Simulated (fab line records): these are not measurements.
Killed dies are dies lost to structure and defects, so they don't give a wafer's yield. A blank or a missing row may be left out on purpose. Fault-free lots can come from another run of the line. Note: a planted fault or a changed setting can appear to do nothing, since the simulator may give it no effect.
fab line records | flow n5-finfet
record lots=6 wafers=18 last-day=17
route steps=1938 shown BEOL_M2@861 PASSIVATION@1936
lots untouched by any fault: they come from a run of this same line in which no faults occurred
start-h: the number of hours between the record's first day and the start of the first shown wafer of the lot | wait-h: time in hours since the lot's previous step | " the same as in the row above | L1.1+2: one row covering several wafers at once | - no value, or no start was given | * or withheld: withheld | < > ~ a bound
route shown NAME@n: names a module that has steps shown in the file, with the first one's number in the route | usual: the fault-free wafers' mean and standard deviation | same: alike in all rows | chamber/n: place in a boat | sites: readings site by site | _std_site: how widely they spread, as a standard deviation | _edge_site: mean of outer sites minus mean of inner sites | radius-mm: how far each site lies from the wafer's centre | mask NAME#n: copy n | behind: the tool/chamber that last shaped the wafer | hold: why the lot went on hold/how many hours it stayed there/how the hold came to an end | device: transistor that didn't switch, given as n, p or np | end of line: tests run on the same wafers once the route is complete | a step without rows: its recipe alone | killed: count of dies lost to structure and defects at first sort (not the wafer's yield) | map: a wafer's dies, x killed, . not, _ none there
set.NAME: the setting that was run; set.NAME@STEP: the one run at that earlier step | model.NAME: the simulator's own value behind a step, which no gauge read
lots at selected steps of the route; one table per step, one row per wafer
services: when a tool's chamber went out of use (start-h, in hours from the record's first day, below 0 if earlier), for how many hours, and the reason
## steps
# step N5_BEOL_M2_STRIP_65
# recipe chemistry=N2/H2 temp-c=40 n2-flow-sccm=200 h2-flow-sccm=200 rf-frequency-hz=6e+07
# step N5_BEOL_M2_STRIP_75
# recipe chemistry=N2/H2 temp-c=40 n2-flow-sccm=200 h2-flow-sccm=200 rf-frequency-hz=6e+07
# step N5_BEOL_M2_STRIP_66
# recipe chemistry=CF4 resist=SiARC power-w=300 bias-power-w=75 pressure-mtorr=50 cf4-flow-sccm=150 rf-frequency-hz=6e+07
# usual chamber-pressure-mTorr=50.00/0.047 drypump-motor-current-A=5.6/0.36 oes-product-au=0.76/0.074 rf-vpp-V=271.3/1.3 showerhead-plenum-p-Torr=1.81/0.05 throttle-valve-pct=13.57/0.26
# columns lot.wafer tool chamber start-h wait-h chamber-pressure-mTorr drypump-motor-current-A oes-product-au rf-hours-counter-h rf-vpp-V showerhead-plenum-p-Torr throttle-valve-pct
L839.3 rie-diel-01 1 139.83 0.0 49.99 5.8 0.72 190 271.0 1.80 13.40
L839.4 " 3 " " 49.99 5.6 0.71 203 270.5 1.78 13.89
L839.6 " 1 " " 50.03 5.8 0.72 - 271.7 1.80 13.44
L840.1 rie-diel-01 1 140.88 0.0 50.02 5.8 0.71 190 271.7 1.80 13.41
L840.2 " 0 " " 50.02 5.9 0.95 2 270.3 1.76 13.28
L840.4 " 3 " " 50.03 5.5 0.71 203 269.6 1.78 13.90
L846.2 rie-diel-03 0 176.94 0.0 50.03 5.9 0.74 176 273.0 1.88 13.55
L846.3 " 1 " " 50.01 5.7 0.84 58 272.2 1.81 13.32
L846.5 " 3 " " 49.94 5.7 0.79 - 270.1 1.74 13.25
L847.1 rie-diel-03 2 183.79 0.0 50.04 5.0 0.74 180 271.0 1.79 13.51
L847.3 " 0 " " 49.97 5.9 0.74 179 271.5 1.87 13.55
L847.4 " 3 " " 49.99 5.7 0.79 114 269.0 1.74 13.26
L858.3 rie-diel-03 2 251.56 0.0 50.00 5.0 0.72 205 269.8 1.79 13.58
L858.4 " 3 " " 49.94 5.7 0.76 142 270.5 1.73 13.30
L858.6 " 2 " " 50.05 5.0 0.72 - 270.1 1.79 13.58
L862.1 rie-diel-03 1 275.76 0.0 50.08 5.6 0.80 97 271.5 1.80 13.42
L862.3 " 3 " " 50.03 5.7 0.76 151 269.2 1.73 13.35
L862.6 " 3 " " 50.06 5.7 0.76 - 271.0 1.73 13.34
# step N5_BEOL_M2_HM_OPEN_17
# recipe chemistry=Cl2/BCl3 target-depth-a=200 overetch-a=60 target=TiN mask-material=SOC ion-energy-ev=150 pressure-mtorr=10 icp-w=1000 bias-w=126 Cl2_flow_sccm=53.25 bcl3-flow-sccm=21.75 Ar_flow_sccm=25
# usual chamber-pressure-mTorr=10.000/0.0096 drypump-motor-current-A=6.1/0.5 mfc-cl2-sccm=53.25/0.16 oes-product-au=0.65/0.079 throttle-valve-pct=22.05/0.15
# columns lot.wafer tool chamber start-h wait-h chamber-pressure-mTorr drypump-motor-current-A mfc-cl2-sccm oes-product-au rf-hours-counter-h throttle-valve-pct
L839.3 rie-metal-02 1 139.96 0.1 10.010 6.5 53.39 0.71 - 22.05
L839.4 " 1 " " 10.005 6.5 53.24 0.71 - 22.06
L839.6 " 1 " " 10.011 6.5 53.07 0.71 - 22.04
L840.1 rie-metal-03 0 140.92 0.0 9.996 5.4 53.21 0.62 57 22.18
L840.2 " 1 " " 10.004 6.5 53.23 0.72 18 21.84
L840.4 " 0 " " 10.003 5.4 53.44 0.62 - 22.16
L846.2 rie-metal-02 1 176.98 0.0 10.006 6.5 53.22 0.71 29 22.05
L846.3 " 0 " " 9.993 5.9 53.45 0.57 - 22.16
L846.5 " 1 " " 10.001 6.5 53.08 0.71 - 22.03
L847.1 rie-metal-01 1 183.83 0.0 10.000 6.5 53.19 0.51 135 22.16
L847.3 " 0 " " 10.004 6.3 53.29 0.54 - 22.19
L847.4 " 1 " " 10.011 6.6 53.41 0.51 - 22.14
L858.3 rie-metal-03 1 251.63 0.1 9.981 6.5 53.18 0.69 - 21.86
L858.4 " 0 " " 10.007 5.4 53.40 0.61 - 22.20
L858.6 " 1 " " 10.000 6.4 53.30 0.70 - 21.87
L862.1 rie-metal-03 1 275.80 0.0 10.011 6.5 53.33 0.69 30 21.86
L862.3 " 0 " " 9.996 5.4 52.91 0.59 - 22.18
L862.6 " 0 " " 10.004 5.4 53.35 0.60 - 22.20
# step N5_BEOL_M2_STRIP_19
# recipe chemistry=O2 power-w=400 temp-c=40 pressure-mtorr=30 rf-frequency-hz=6e+07 bias-power-w=0 overash-fraction=0.2 o2-flow-sccm=225
# usual chamber-pressure-mTorr=30.000/0.027 drypump-motor-current-A=5.6/0.33 oes-product-au=0.77/0.086 rf-vpp-V=3.6/0.51 showerhead-plenum-p-Torr=2.11/0.063 throttle-valve-pct=16.67/0.27
# same overash-fraction=0.2
# columns lot.wafer tool chamber start-h wait-h chamber-pressure-mTorr drypump-motor-current-A oes-product-au rf-hours-counter-h rf-vpp-V showerhead-plenum-p-Torr throttle-valve-pct
L839.3 rie-diel-01 0 140.10 0.1 29.972 5.9 0.97 1 3.0 2.07 16.48
L839.4 " 2 " " 29.939 5.7 0.70 236 3.4 2.07 17.14
L839.6 " 2 " " 29.963 5.7 0.70 - 3.9 2.07 17.14
L840.1 rie-diel-01 2 141.03 0.1 30.039 5.7 0.70 236 3.0 2.07 17.14
L840.2 " 1 " " 30.074 5.8 0.72 190 3.4 2.09 16.39
L840.4 " 3 " " 30.028 5.6 0.70 203 3.4 2.09 16.98
L846.2 rie-diel-01 3 177.12 0.1 30.018 5.6 0.69 218 4.3 2.08 17.03
L846.3 " 1 " " 29.996 5.7 0.69 205 3.5 2.08 16.43
L846.5 " 3 " " 30.036 5.6 0.69 - 3.2 2.08 17.01
L847.1 rie-diel-05 2 184.06 0.2 29.936 5.2 0.71 211 3.7 2.16 17.00
L847.3 " 1 " " 29.965 5.6 0.73 188 4.6 2.16 16.72
L847.4 " 2 " " 29.946 5.2 0.71 - 3.5 2.16 16.99
L858.3 rie-diel-03 3 251.71 0.1 29.973 5.6 0.78 142 3.3 1.99 16.19
L858.4 " 2 " " 30.046 5.0 0.72 205 4.0 2.10 16.68
L858.6 " 0 " " 29.983 5.9 0.72 - 3.1 2.17 16.59
L862.1 rie-diel-05 0 275.97 0.1 30.002 5.4 0.73 221 3.9 2.15 17.03
L862.3 " 1 " " 30.000 5.6 0.72 225 4.0 2.15 16.79
L862.6 " 3 " " 30.018 6.5 0.93 - 4.7 2.24 16.51
# step N5_BEOL_M2_CD_MEAS_18
# recipe pitch-nm=36 target-cd-nm=18
# usual cd-nm=17.9/0.39
# columns lot.wafer tool chamber start-h wait-h cd-nm
L839.3 cd-sem-01 - 140.18 0.1 18.2
L839.4 " - " " 18.2
L839.6 " - " " 18.0
L840.1 cd-sem-03 - 141.10 0.0 18.1
L840.2 " - " " 18.1
L840.4 " - " " 18.0
L846.2 cd-sem-02 - 177.20 0.1 17.2
L846.3 " - " " 17.6
L846.5 " - " " 18.4
L847.1 cd-sem-01 - 184.13 0.0 17.4
L847.3 " - " " 17.5
L847.4 " - " " 18.3
L858.3 cd-sem-02 - 251.78 0.1 17.5
L858.4 " - " " 18.0
L858.6 " - " " 17.5
L862.1 cd-sem-01 - 276.04 0.0 17.6
L862.3 " - " " 17.6
L862.6 " - " " 17.8
# step N5_BEOL_M2_COAT_67
# recipe resist=SOC temp-c=250 time-s=60 spin-rpm=1500 resist-thk-nm=60
# step N5_BEOL_M2_COAT_68
# recipe resist=SiARC temp-c=220 time-s=60 spin-rpm=1500 resist-thk-nm=12
# step N5_BEOL_M2_COAT_76
# recipe resist=underlayer temp-c=205 time-s=60 spin-rpm=1500 resist-thk-nm=5
# step N5_BEOL_M2_COAT_22
# recipe resist=CAR-EUV spin-rpm=1500 resist-thk-nm=30
# step N5_BEOL_M2_EBR_24
# recipe solvent=PGMEA ebr-width-mm=1.5
# step N5_BEOL_M2_SOFTBAKE_23
# recipe temp-c=110 time-s=60 resist=CAR-EUV
# step N5_BEOL_M2_EXPOSE_25
# recipe mask-id=V1 na=0.33 source-shape=quasar sigma-inner=0.2 sigma-outer=0.8 polarization=unpolarized defocus-nm=5 dose-mj=63
# usual exposure-dose-mJ-cm2=62.96/0.08
# columns lot.wafer tool chamber start-h wait-h mask exposure-dose-mJ-cm2
L839.3 euv-scanner-02 0 140.49 - V1#0 62.90
L839.4 " 0 " " V1#0 62.96
L839.6 " 0 " " V1#0 62.90
L840.1 euv-scanner-01 0 141.40 - V1#0 62.90
L840.2 " 0 " " V1#0 62.93
L840.4 " 0 " " V1#0 62.99
L846.2 euv-scanner-01 0 177.38 - V1#0 68.69
L846.3 " 0 " " V1#0 68.75
L846.5 " 0 " " V1#0 68.70
L847.1 euv-scanner-01 0 184.30 - V1#0 67.53
L847.3 " 0 " " V1#0 67.48
L847.4 " 0 " " V1#0 67.56
L858.3 euv-scanner-02 0 252.09 - V1#0 62.85
L858.4 " 0 " " V1#0 62.78
L858.6 " 0 " " V1#0 62.89
L862.1 euv-scanner-02 0 276.34 - V1#0 63.03
L862.3 " 0 " " V1#0 62.86
L862.6 " 0 " " V1#0 62.87
# step N5_BEOL_M2_PEB_26
# recipe peb-temp-c=100 peb-time-s=60 resist=CAR-EUV
# step N5_BEOL_M2_DEVELOP_27
# recipe develop-time-s=30 developer=TMAH resist=CAR-EUV rinse-liquid=surfactant-rinse dry=air-spin dev-temp-c=23
# step N5_BEOL_M2_CD_MEAS_28
# recipe target-cd-nm=26.2 landing-energy-ev=500 detector=se-inlens target-cd-y-nm=24.1 polarity=opening
# usual cd-nm=26.23/0.25
# columns lot.wafer tool chamber start-h wait-h cd-nm
L839.3 cd-sem-01 0 140.62 - 26.29
L839.4 " 0 " " 26.50
L839.6 " 0 " " 26.55
L840.1 cd-sem-02 0 141.54 - 26.16
L840.2 " 0 " " 26.02
L840.4 " 0 " " 26.02
L846.2 cd-sem-03 0 177.51 - 27.30
L846.3 " 0 " " 27.72
L846.5 " 0 " " 27.77
L847.1 cd-sem-02 0 184.44 - 27.63
L847.3 " 0 " " 27.26
L847.4 " 0 " " 27.29
L858.3 cd-sem-02 0 252.22 - 26.79
L858.4 " 0 " " 26.50
L858.6 " 0 " " 26.38
L862.1 cd-sem-03 0 276.48 - 26.40
L862.3 " 0 " " 26.48
L862.6 " 0 " " 26.17
# step N5_BEOL_M2_OVL_MEAS_29
# recipe points-per-wafer=522
# usual V1_OVL=0.9/0.65
# columns lot.wafer tool chamber start-h wait-h V1_OVL[nm]
L839.3 overlay-01 0 140.66 0.0 0.5
L839.4 " 0 " " 0.7
L839.6 " 0 " " 1.4
L840.1 overlay-01 0 141.57 0.0 0.8
L840.2 " 0 " " 0.3
L840.4 " 0 " " 0.1
L846.2 overlay-02 0 177.55 0.0 1.3
L846.3 " 0 " " 0.7
L846.5 " 0 " " 0.6
L847.1 overlay-02 0 184.47 0.0 1.9
L847.3 " 0 " " 1.5
L847.4 " 0 " " 0.0
L858.3 overlay-02 0 252.26 0.0 0.7
L858.4 " 0 " " 0.9
L858.6 " 0 " " 0.5
L862.1 overlay-01 0 276.51 0.0 0.8
L862.3 " 0 " " 1.0
L862.6 " 0 " " 1.4
# step N5_PASSIVATION_PROBE_49
# usual defect-limited-yield=90.9/1.6 killed_at_M0_to_M3=34/11 killed_at_M4_up=14/5.7 killed-at-contacts=13/6.5 killed-at-front-end=43/11 killed-at-other=4/3.1 killed-dies=107/19 killed-open=71/14 killed-short=35/7.9 sort_bin_5_function=5.3/1.1 sort_bin_6_memory=3.4/0.74 sort-n-pass=1073/19 sort-yield-pct=90.9/1.6
# same gross-dies=1180 killed-at-back-side=0 sort_bin_4_leakage[%]=0 sort_bin_8_speed[%]=0
# columns lot.wafer tool chamber start-h wait-h defect-limited-yield[%] killed_at_M0_to_M3 killed_at_M4_up killed-at-contacts killed-at-front-end killed-at-other killed-dies killed-open killed-short sort_bin_5_function[%] sort_bin_6_memory[%] sort-n-pass sort-yield-pct[%]
L839.3 prober-01 - 292.53 0.1 91.2 30 22 11 39 2 104 61 42 5.6 2.8 1076 91.2
L839.4 prober-01 - 292.58 0.2 90.5 36 18 16 41 1 112 84 27 6.2 3.1 1068 90.5
L839.6 prober-01 - 292.68 0.3 88.9 42 22 14 50 3 131 93 36 6.3 4.5 1049 88.9
L858.3 prober-02 - 375.43 0.1 91.5 26 22 2 40 10 100 67 33 4.7 3.5 1080 91.5
# killed by level:class
L839.3 BEOL_M3:geometric-particle:open=14 BEOL_M5:geometric-particle:open=9 MOL_CONTACT_COAG:geometric-particle:open=8 STI_FIN_REVEAL:geometric-particle:open=6 GATE_CUT:geometric-particle:short=5 GATE_CUT:geometric-particle:open=5 BEOL_M3:geometric-particle:short=5 STARTING-WAFER:geometric-particle:short=4
L839.4 BEOL_M2:geometric-particle:open=18 STI_FIN_REVEAL:geometric-particle:open=14 MOL_CONTACT_COAG:geometric-particle:open=14 BEOL_M4:geometric-particle:open=10 BEOL_M3:geometric-particle:short=7 DUMMY_GATE:geometric-particle:open=6 GATE_CUT:geometric-particle:short=4 BEOL_M0_SAQP:geometric-particle:short=4
L839.6 BEOL_M0_SAQP:geometric-particle:open=12 BEOL_M5:geometric-particle:open=12 MOL_CONTACT_COAG:geometric-particle:open=10 STI_FIN_REVEAL:geometric-particle:open=9 BEOL_M0_SAQP:geometric-particle:short=9 BEOL_M2:geometric-particle:open=8 FIN_SAQP:geometric-particle:short=7 DUMMY_GATE:geometric-particle:open=6
L858.3 BEOL_M2:geometric-particle:open=9 STI_FIN_REVEAL:geometric-particle:open=8 BEOL_M4:geometric-particle:open=7 BEOL_M5:geometric-particle:open=7 FIN_SAQP:geometric-particle:short=5 BEOL_M0_SAQP:geometric-particle:open=5 DUMMY_GATE:geometric-particle:open=4 ILD0:geometric-particle:open=4
## services
# columns tool chamber start-h hours kind
rie-metal-02 0 122.24 33.3 repair
rie-metal-03 - 123.70 0.8 repair
rie-diel-03 - 128.92 2.1 repair
euv-scanner-01 - 137.47 1.0 pm
rie-diel-05 2 141.89 14.4 repair
rie-diel-05 0 157.23 1.9 repair
rie-diel-03 1 159.93 2.5 repair
rie-diel-05 - 161.75 14.6 pm
euv-scanner-02 - 164.51 1.0 pm
rie-diel-03 - 170.76 0.3 repair
euv-scanner-02 - 172.56 6.2 pm
rie-diel-01 - 179.88 15.6 pm
euv-scanner-01 - 187.76 0.5 repair
euv-scanner-02 - 188.31 12.0 pm
rie-diel-01 - 198.29 0.4 repair
euv-scanner-01 - 200.35 1.0 pm
euv-scanner-02 - 220.66 1.0 pm
euv-scanner-02 - 226.33 4.6 pm
euv-scanner-02 - 231.72 0.3 repair
rie-diel-01 0 243.88 4.7 repair
euv-scanner-01 - 249.77 1.0 pm
rie-diel-01 - 251.62 1.0 repair
euv-scanner-02 - 258.53 2.5 repair
rie-metal-01 0 261.52 7.2 repair
## key
first-sign step=N5_BEOL_M2_EXPOSE_25 reading=exposure-dose-mJ-cm2 direction=up sigmas=64 usual=62.96 struck=68.12
effect step=N5_BEOL_M2_CD_MEAS_28 reading=cd-nm direction=up sigmas=5.1 usual=26.23 struck=27.50 through=control-loop
met-at N5_BEOL_M2_EXPOSE_25
struck-wafers L846.2,L846.3,L846.5,L847.1,L847.3,L847.4
rows-end L846.2,L846.3,L846.5,L847.1,L847.3,L847.4
loop-trim step=N5_BEOL_M2_EXPOSE_25 setting=dose lots=L847
onset-between 141.40 177.38
fault kind=process-parameter-drift tool=euv-scanner-01 chamber=- onset-h=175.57 steps=N5_BEOL_M2_EXPOSE_25 channel=dose-mj offset=5.7175 shape=step acts-in=these-recipes-only stated=63
# rows-end: these wafers met a further fault down the route, and their rows from its step on are left out
# loop-trim: a control loop set the setting to another value than it would have without faults
